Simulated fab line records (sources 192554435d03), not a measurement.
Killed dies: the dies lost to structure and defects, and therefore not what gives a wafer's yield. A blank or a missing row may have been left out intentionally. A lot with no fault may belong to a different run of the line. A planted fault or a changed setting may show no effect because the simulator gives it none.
Matching of chambers | flow n5_finfet | N5_MIM_BOT_ETCH_ETCH_04 on rie_diel-01: 4 sister chambers
The step etches SiNx in CF4/O2, target depth 26 nm, time 13 s. 7 wafers are shown with their chamber, then 7 later ones without.

## WAFERS PAIRED WITH THEIR CHAMBERS
wafer  | chamber | throttle_valve_pct (%) | oes_product_au (a.u.)
L815.2 | 1       | 15.98                  | 0.85
L815.6 | 1       | 15.97                  | 0.84
L823.2 | 2       | 16.18                  | 0.75
L823.4 | 3       | 16.33                  | 0.71
L823.6 | 2       | 16.20                  | 0.75
L830.3 | 0       | 16.12                  | 0.75
L830.4 | 0       | 16.12                  | 0.76

## WAFERS WITH NO CHAMBER GIVEN
wafer  | throttle_valve_pct (%) | oes_product_au (a.u.)
L830.6 | 16.22                  | 0.74
L835.2 | 16.14                  | 0.74
L835.5 | 15.90                  | 0.96
L835.6 | 16.14                  | 0.73
L834.3 | 16.07                  | 0.80
L834.5 | 16.06                  | 0.79
L834.6 | 16.16                  | 0.74

## EACH ONE'S CHAMBER
wafer  | from the rows above     | in truth
L830.6 | 2                       | 2
L835.2 | 0                       | 0
L835.5 | 1                       | 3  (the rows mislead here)
L835.6 | can't be placed: 0 or 2 | 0
L834.3 | 0                       | 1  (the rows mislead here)
L834.5 | 0                       | 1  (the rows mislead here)
L834.6 | can't be placed: 2 or 0 | 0
2 of 7 placed correctly. Unplaceable from these rows: 2, with the true chamber sitting among the candidates in 2. 3 placed wrongly.
How it was worked out, from the rows above alone: a wafer's distance from a chamber is the root of the sum, over the readings, of the square of ((its reading less the chamber's mean) divided by the reading's scatter). If the next closest chamber is less than 2 further off than the closest, the wafer can't be placed; otherwise it belongs to the closest. For every chamber, the mean is computed from those of its wafers that are shown. How the scatter is found: for the shown wafers, subtract from each reading the mean of its chamber, square and add these, divide the total by (wafers less chambers), then take the root.
